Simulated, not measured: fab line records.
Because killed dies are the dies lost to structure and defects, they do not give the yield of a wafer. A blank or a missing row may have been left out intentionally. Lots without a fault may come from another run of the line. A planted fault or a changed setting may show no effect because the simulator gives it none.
Which of the tools did it? -- flow n5Finfet -- 23 lots with 69 wafers sampled at 6 steps, on a route of 1938 steps

== WHAT THE GAUGES SHOWED, per wafer ==
N5_SDB_INSPECT_36: inspects for defects (darkfield).
lot,measured,on,rawDefectCount
L075,day 4 03:47,defectInspect-02,78 42 64
L076,day 4 11:28,defectInspect-01,67 48 59
L077,day 4 18:38,defectInspect-01,25 31 32
L078,day 4 20:23,defectInspect-02,69 45 42
L079,day 5 08:34,defectInspect-02,26 32 30
L080,day 5 13:03,defectInspect-01,26 41 25
L081,day 5 17:50,defectInspect-01,21 23 33
L082,day 6 01:10,defectInspect-02,55 34 39
L083,day 6 06:21,defectInspect-01,27 34 39
L084,day 6 13:58,defectInspect-01,27 32 38
L085,day 6 18:13,defectInspect-02,33 39 45
L086,day 6 20:43,defectInspect-02,14 15 28
L087,day 7 06:30,defectInspect-01,59 29 33
L088,day 7 12:23,defectInspect-01,66 32 34
L089,day 7 18:04,defectInspect-01,44 51 61
L090,day 7 23:57,defectInspect-02,32 14 29
L091,day 8 02:58,defectInspect-01,41 61 26
L092,day 8 09:58,defectInspect-02,32 34 60
L093,day 8 16:19,defectInspect-02,56 43 49
L094,day 8 23:23,defectInspect-01,45 38 41
L095,day 9 03:25,defectInspect-01,24 30 25
L096,day 9 10:53,defectInspect-01,42 32 47
L097,day 9 18:33,defectInspect-01,95 54 42

== WHICH TOOL RAN EACH LOT (tool, then ch and the chambers of the sampled wafers, then the start) ==
lot,N5_DUMMY_GATE_STRIP_41,N5_SD_EPI_N_STRIP_38,N5_SD_EPI_N_VAPOR_ETCH_50,N5_ILD0_CMP_07,N5_SDB_STRIP_22
L075,"rieDiel-05 ch 2,3, day 3 06:05","plasmaAsher-02 ch 0,1, day 3 08:37","epiRpcvd-03 ch 0, day 3 09:19","cmp-02 ch 0,1, day 3 19:47","plasmaAsher-01 ch 0,1, day 4 00:14"
L076,"rieDiel-02 ch 0,3, day 3 13:07","plasmaAsher-02 ch 1, day 3 16:01","epiRpcvd-01 ch 0, day 3 16:44","cmp-01 ch 0,2,3, day 4 03:30","plasmaAsher-01 ch 0,1, day 4 07:55"
L077,"rieDiel-05 ch 0,1,2, day 3 19:29","plasmaAsher-02 ch 1, day 3 22:38","epiRpcvd-01 ch 0, day 3 23:21","cmp-02 ch 0,1, day 4 09:34","plasmaAsher-01 ch 0,1, day 4 14:09"
L078,"rieDiel-02 ch 0,2,3, day 3 22:28","plasmaAsher-01 ch 0,1, day 4 01:33","epiRpcvd-03 ch 0, day 4 02:17","cmp-02 ch 1,2,3, day 4 12:24","plasmaAsher-02 ch 0,1, day 4 16:49"
L079,"rieDiel-05 ch 0,2, day 4 06:17","plasmaAsher-01 ch 0,1, day 4 08:53","epiRpcvd-01 ch 0, day 4 09:44","cmp-04 ch 0,3, day 4 21:20","plasmaAsher-02 ch 0,1, day 5 04:23"
L080,"rieDiel-02 ch 1,2, day 4 10:20","plasmaAsher-01 ch 0,1, day 4 13:42","epiRpcvd-03 ch 0, day 4 14:26","cmp-04 ch 0,3, day 5 02:22","plasmaAsher-01 ch 0,1, day 5 09:08"
L081,"rieDiel-06 ch 0,3, day 4 17:18","plasmaAsher-01 ch 1, day 4 19:59","epiRpcvd-02 ch 0, day 4 20:49","cmp-02 ch 0,2,3, day 5 08:43","plasmaAsher-01 ch 0,1, day 5 14:18"
L082,"rieDiel-02 ch 0,3, day 5 01:56","plasmaAsher-02 ch 0,1, day 5 05:31","epiRpcvd-02 ch 0, day 5 06:17","cmp-02 ch 0,2,3, day 5 17:06","plasmaAsher-02 ch 0,1, day 5 21:37"
L083,"rieDiel-02 ch 0,2,3, day 5 05:19","plasmaAsher-02 ch 0, day 5 09:05","epiRpcvd-03 ch 0, day 5 09:48","cmp-01 ch 1,2, day 5 21:46","plasmaAsher-02 ch 0, day 6 02:40"
L084,"rieDiel-05 ch 0,1,2, day 5 14:10","plasmaAsher-02 ch 0,1, day 5 17:04","epiRpcvd-01 ch 0, day 5 17:53","cmp-01 ch 2,3, day 6 05:47","plasmaAsher-01 ch 0,1, day 6 10:26"
L085,"rieDiel-05 ch 0,2,3, day 5 18:55","plasmaAsher-01 ch 0,1, day 5 21:45","epiRpcvd-02 ch 0, day 5 22:29","cmp-04 ch 0,1,2, day 6 10:05","plasmaAsher-02 ch 0,1, day 6 14:41"
L086,"rieDiel-06 ch 0,1,2, day 5 22:20","plasmaAsher-01 ch 0,1, day 6 01:07","epiRpcvd-03 ch 0, day 6 01:51","cmp-04 ch 0,1,2, day 6 12:04","plasmaAsher-02 ch 0,1, day 6 17:10"
L087,"rieDiel-05 ch 0,2,3, day 6 06:42","plasmaAsher-01 ch 0,1, day 6 09:20","epiRpcvd-01 ch 0, day 6 10:11","cmp-01 ch 0,3, day 6 21:52","plasmaAsher-02 ch 0,1, day 7 02:41"
L088,"rieDiel-06 ch 0,2,3, day 6 12:11","plasmaAsher-02 ch 0,1, day 6 15:59","epiRpcvd-01 ch 0, day 6 16:53","cmp-02 ch 0,1, day 7 03:56","plasmaAsher-01 ch 0,1, day 7 08:49"
L089,"rieDiel-02 ch 0,1,2, day 6 18:53","plasmaAsher-02 ch 0,1, day 6 21:31","epiRpcvd-01 ch 0, day 6 22:20","cmp-04 ch 0,1,3, day 7 10:07","plasmaAsher-02 ch 0,1, day 7 14:32"
L090,"rieDiel-06 ch 0,1,2, day 6 23:52","plasmaAsher-02 ch 0,1, day 7 03:07","epiRpcvd-01 ch 0, day 7 04:14","cmp-04 ch 0,2,3, day 7 15:48","plasmaAsher-02 ch 0,1, day 7 20:22"
L091,"rieDiel-05 ch 1,2,3, day 7 03:47","plasmaAsher-01 ch 0,1, day 7 06:13","epiRpcvd-02 ch 0, day 7 07:03","cmp-04 ch 0,1,3, day 7 18:34","plasmaAsher-02 ch 0,1, day 7 22:56"
L092,"rieDiel-02 ch 0,1,2, day 7 11:22","plasmaAsher-02 ch 0,1, day 7 14:05","epiRpcvd-03 ch 0, day 7 14:53","cmp-01 ch 0,3, day 8 01:56","plasmaAsher-01 ch 0,1, day 8 06:23"
L093,"rieDiel-02 ch 0,2, day 7 16:43","plasmaAsher-02 ch 0,1, day 7 19:26","epiRpcvd-02 ch 0, day 7 20:11","cmp-02 ch 0,1,3, day 8 07:49","plasmaAsher-02 ch 0,1, day 8 12:07"
L094,"rieDiel-05 ch 1,2,3, day 7 22:41","plasmaAsher-02 ch 0,1, day 8 01:19","epiRpcvd-02 ch 0, day 8 02:02","cmp-02 ch 1,2,3, day 8 14:59","plasmaAsher-01 ch 0,1, day 8 19:35"
L095,"rieDiel-02 ch 0,1,2, day 8 04:52","plasmaAsher-01 ch 0, day 8 07:25","epiRpcvd-02 ch 0, day 8 08:08","cmp-04 ch 0,2,3, day 8 19:20","plasmaAsher-02 ch 0,1, day 8 23:52"
L096,"rieDiel-06 ch 2,3, day 8 10:01","plasmaAsher-02 ch 0,1, day 8 12:53","epiRpcvd-02 ch 0, day 8 13:35","cmp-01 ch 0,1, day 9 02:24","plasmaAsher-02 ch 0,1, day 9 07:07"
L097,"rieDiel-02 ch 2,3, day 8 17:40","plasmaAsher-01 ch 0,1, day 8 21:22","epiRpcvd-03 ch 0, day 8 22:13","cmp-01 ch 0,1,3, day 9 10:34","plasmaAsher-01 ch 0,1, day 9 15:00"
- N5_DUMMY_GATE_STRIP_41: strips in O2.
- N5_SD_EPI_N_STRIP_38: strips in N2/H2.
- N5_SD_EPI_N_VAPOR_ETCH_50: etches Si in HCl, time 54 s.
- N5_ILD0_CMP_07: polishes SiO2 flowable, stops on poly-Si, t overpolish 1.18 s, target thk 138.88 nm.
- N5_SDB_STRIP_22: strips in N2/H2.

== AS READ BY THE TOOLS THEMSELVES (means over the sampled wafers that have a number; for cases with no such wafer, the mark the record gives instead) ==
N5_DUMMY_GATE_STRIP_41.
lot,tool,drypumpMotorCurrentA (A),o2FlowSccm (sccm),oesProductAu (a.u.),rfVppV (V),showerheadPlenumPTorr (Torr),tempC (C),throttleValvePct (%)
L075,rieDiel-05,5.8,225.8,0.84,3.6,2.13,39.97,16.51
L076,rieDiel-02,5.4,225.5,0.70,3.6,2.09,40.11,16.83
L077,rieDiel-05,5.7,224.9,0.84,3.5,2.12,39.97,16.38
L078,rieDiel-02,5.6,224.1,0.73,3.6,2.12,39.95,16.79
L079,rieDiel-05,5.9,225.1,0.89,3.7,2.11,40.02,16.31
L080,rieDiel-02,5.8,225.8,0.87,3.4,2.07,40.01,16.60
L081,rieDiel-06,5.3,224.3,0.80,3.8,2.08,40.11,16.82
L082,rieDiel-02,5.4,225.1,0.69,3.4,2.09,40.02,16.85
L083,rieDiel-02,5.6,225.1,0.72,3.3,2.11,40.07,16.82
L084,rieDiel-05,5.7,225.4,0.82,4.4,2.11,40.10,16.40
L085,rieDiel-05,5.5,224.5,0.81,3.7,2.08,39.92,16.54
L086,rieDiel-06,5.8,224.6,0.76,3.1,2.10,40.00,16.73
L087,rieDiel-05,5.5,225.2,0.80,4.1,2.08,39.93,16.53
L088,rieDiel-06,5.5,224.8,0.77,3.8,2.13,39.98,16.77
L089,rieDiel-02,5.6,224.9,0.78,3.6,2.11,39.95,16.75
L090,rieDiel-06,5.8,224.9,0.75,3.8,2.09,40.03,16.74
L091,rieDiel-05,5.6,225.7,0.75,3.6,2.12,39.97,16.64
L092,rieDiel-02,5.6,225.3,0.77,3.6,2.11,39.98,16.77
L093,rieDiel-02,5.7,225.7,0.74,3.9,2.13,40.09,16.80
L094,rieDiel-05,5.6,224.8,0.74,3.6,2.12,39.97,16.64
L095,rieDiel-02,5.6,224.7,0.77,2.9,2.10,40.06,16.78
L096,rieDiel-06,5.6,224.2,0.73,3.4,2.17,39.91,16.72
L097,rieDiel-02,5.7,224.9,0.89,3.5,2.06,40.03,16.46

N5_SD_EPI_N_STRIP_38.
lot,tool,drypumpMotorCurrentA (A),h2FlowSccm (sccm),heaterPowerW (W),oesProductAu (a.u.),tempC (C)
L075,plasmaAsher-02,4.9,3243,306,0.759,249.85
L076,plasmaAsher-02,4.7,3259,300,0.762,249.92
L077,plasmaAsher-02,4.7,3251,295,0.756,249.84
L078,plasmaAsher-01,5.7,3249,319,0.759,250.11
L079,plasmaAsher-01,5.7,3254,313,0.757,249.97
L080,plasmaAsher-01,5.7,3250,321,0.758,249.93
L081,plasmaAsher-01,5.9,3252,315,0.757,249.91
L082,plasmaAsher-02,4.9,3242,310,0.766,250.16
L083,plasmaAsher-02,5.2,3242,324,0.757,250.21
L084,plasmaAsher-02,5.0,3244,312,0.754,249.95
L085,plasmaAsher-01,5.4,3251,321,0.760,249.94
L086,plasmaAsher-01,5.7,3248,321,0.764,250.03
L087,plasmaAsher-01,5.4,3255,322,0.770,249.81
L088,plasmaAsher-02,5.0,3246,310,0.767,250.08
L089,plasmaAsher-02,4.9,3254,304,0.760,250.03
L090,plasmaAsher-02,4.9,3246,306,0.762,250.01
L091,plasmaAsher-01,5.4,3253,322,0.763,249.92
L092,plasmaAsher-02,4.9,3257,304,0.755,250.05
L093,plasmaAsher-02,5.0,3252,310,0.751,250.09
L094,plasmaAsher-02,4.9,3238,301,0.757,250.11
L095,plasmaAsher-01,5.2,3249,325,0.769,249.74
L096,plasmaAsher-02,5.1,3257,316,0.763,249.96
L097,plasmaAsher-01,5.4,3251,319,0.759,249.98

N5_SD_EPI_N_VAPOR_ETCH_50.
lot,tool,chamberPressureTorr (Torr),throttleValvePct (%)
L075,epiRpcvd-03,20.00,11.41
L076,epiRpcvd-01,20.01,11.67
L077,epiRpcvd-01,19.97,11.86
L078,epiRpcvd-03,20.00,11.44
L079,epiRpcvd-01,20.04,11.79
L080,epiRpcvd-03,20.04,11.46
L081,epiRpcvd-02,19.98,11.35
L082,epiRpcvd-02,20.03,11.47
L083,epiRpcvd-03,20.02,11.41
L084,epiRpcvd-01,20.05,11.74
L085,epiRpcvd-02,19.96,11.32
L086,epiRpcvd-03,20.02,11.29
L087,epiRpcvd-01,20.05,11.78
L088,epiRpcvd-01,20.02,11.56
L089,epiRpcvd-01,20.00,11.88
L090,epiRpcvd-01,20.00,11.89
L091,epiRpcvd-02,20.05,11.35
L092,epiRpcvd-03,19.98,11.51
L093,epiRpcvd-02,20.02,11.42
L094,epiRpcvd-02,20.02,11.46
L095,epiRpcvd-02,20.07,11.45
L096,epiRpcvd-02,20.02,11.44
L097,epiRpcvd-03,20.03,11.40

N5_ILD0_CMP_07.
lot,tool,headPressurePsi (psi),motorCurrentA (A)
L075,cmp-02,4.134,12.0
L076,cmp-01,4.149,12.9
L077,cmp-02,4.137,12.1
L078,cmp-02,4.159,12.1
L079,cmp-04,4.157,12.6
L080,cmp-04,4.141,12.8
L081,cmp-02,4.146,11.8
L082,cmp-02,4.148,12.0
L083,cmp-01,4.157,13.0
L084,cmp-01,4.149,12.9
L085,cmp-04,4.154,11.5
L086,cmp-04,4.154,11.4
L087,cmp-01,4.151,12.5
L088,cmp-02,4.148,11.9
L089,cmp-04,4.147,12.2
L090,cmp-04,4.152,11.9
L091,cmp-04,4.149,12.1
L092,cmp-01,4.148,11.8
L093,cmp-02,4.163,11.6
L094,cmp-02,4.148,11.5
L095,cmp-04,4.159,12.1
L096,cmp-01,4.141,11.9
L097,cmp-01,4.146,11.8

N5_SDB_STRIP_22.
lot,tool,drypumpMotorCurrentA (A),h2FlowSccm (sccm),heaterPowerW (W),oesProductAu (a.u.),stripTimeToEndpointS (s),tempC (C)
L075,plasmaAsher-01,5.7,3254,317,0.714,96.4,250.02
L076,plasmaAsher-01,5.7,3246,318,0.716,96.3,249.95
L077,plasmaAsher-01,5.4,3256,316,0.721,96.3,249.94
L078,plasmaAsher-02,4.9,3250,308,0.715,96.2,250.06
L079,plasmaAsher-02,4.9,3249,308,0.714,96.2,249.88
L080,plasmaAsher-01,5.7,3244,320,0.715,96.1,250.14
L081,plasmaAsher-01,5.7,3254,321,0.713,96.1,249.98
L082,plasmaAsher-02,4.9,3242,306,0.716,96.2,250.03
L083,plasmaAsher-02,5.2,3265,320,0.717,96.5,250.13
L084,plasmaAsher-01,5.4,3256,323,0.713,96.4,250.18
L085,plasmaAsher-02,4.9,3248,304,0.711,95.9,249.85
L086,plasmaAsher-02,4.9,3242,299,0.718,96.3,250.15
L087,plasmaAsher-02,4.9,3245,300,0.715,96.7,249.83
L088,plasmaAsher-01,5.7,3244,317,0.712,96.2,250.02
L089,plasmaAsher-02,4.9,3252,304,0.715,96.3,250.14
L090,plasmaAsher-02,4.9,3262,304,0.714,96.4,250.10
L091,plasmaAsher-02,4.9,3252,300,0.716,95.9,250.04
L092,plasmaAsher-01,5.7,3258,314,0.708,96.0,249.85
L093,plasmaAsher-02,5.0,3262,316,0.718,96.4,250.03
L094,plasmaAsher-01,5.4,3246,320,0.713,96.8,249.94
L095,plasmaAsher-02,4.9,3262,308,0.719,96.0,249.92
L096,plasmaAsher-02,4.9,3258,305,0.717,96.1,250.18
L097,plasmaAsher-01,5.4,3249,322,0.715,95.7,250.09

== THE ANSWER, worked out from the rows above alone ==
Rule: what is usual is taken from the lots themselves. Put in order of their means at a reading, lots are off if they are a third of the lots or fewer, leave a main group of 4 or more, and stand apart from it by a gap of 3 or more times the standard deviation of the main group's means; of several such gaps the widest counts. Not used: any main group whose means are identical at the precision the tables above print for the reading. Also off: a lot with no number at a reading for which 4 or more lots have one. All remaining lots with rows at the step are treated as sound. After the gauges, taken in route order, come the tools' own readings; for these a lot's mean is taken, as printed above. The first step at which some lot is off is used, and at that step the reading that is off furthest; a lot without a number counts as furthest.
None of the lots is off at any reading shown; this tells nothing.

== WHAT THE SIMULATOR PUT IN ==
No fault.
